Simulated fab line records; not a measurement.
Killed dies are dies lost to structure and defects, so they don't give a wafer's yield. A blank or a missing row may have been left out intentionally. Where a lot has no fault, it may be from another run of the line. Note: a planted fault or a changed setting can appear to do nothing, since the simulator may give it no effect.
Chamber matching    flow nand-harc    NHARC_A_M1_ETCH_35 on rie-diel-02: 4 sister chambers
The step etches the open film in N2/H2, target depth 40 nm, overetch 12 nm, time 43.94 s. 8 wafers are shown with their chamber, then 8 later ones without.

EACH WAFER AND ITS CHAMBER
wafer   chamber  drypump-motor-current-A (A)  showerhead-plenum-p-Torr (Torr)
L081.3  2        5.9                          2.04
L081.5  2        5.9                          2.04
L084.3  3        4.9                          2.11
L084.5  0        4.9                          2.10
L083.1  3        4.9                          2.12
L083.5  1        5.3                          1.97
L083.6  0        5.0                          2.10
L088.1  1        5.3                          1.97

WAFERS MISSING THEIR CHAMBER
wafer   drypump-motor-current-A (A)  showerhead-plenum-p-Torr (Torr)
L088.2  5.9                          2.04
L088.5  5.9                          2.04
L094.4  4.9                          2.11
L094.5  5.9                          2.04
L094.6  5.3                          1.97
L096.3  4.9                          2.10
L096.4  5.9                          2.04
L096.5  4.9                          2.10

THE CHAMBER EACH PASSED THROUGH
wafer   from the rows above      in truth
L088.2  2                        2
L088.5  2                        2
L094.4  can't be placed: 3 or 0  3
L094.5  2                        2
L094.6  1                        1
L096.3  0                        0
L096.4  2                        2
L096.5  0                        0
Correct placement for 7 of the 8. Can't be placed from these rows: 1 (the true chamber is among the candidates in 1). Wrongly placed: 0.
How it was worked out, from the rows above alone: a wafer's distance from a chamber is the root of the sum, over the readings, of the square of ((its reading less the chamber's mean) divided by the reading's scatter). The wafer belongs to the nearest chamber; if the next one is less than 2 further off, it can't be placed. Each chamber's mean is taken over the wafers shown for it. The scatter is the square root of a quotient: the sum, over the shown wafers, of each reading's squared deviation from its chamber's mean, divided by wafers minus chambers.
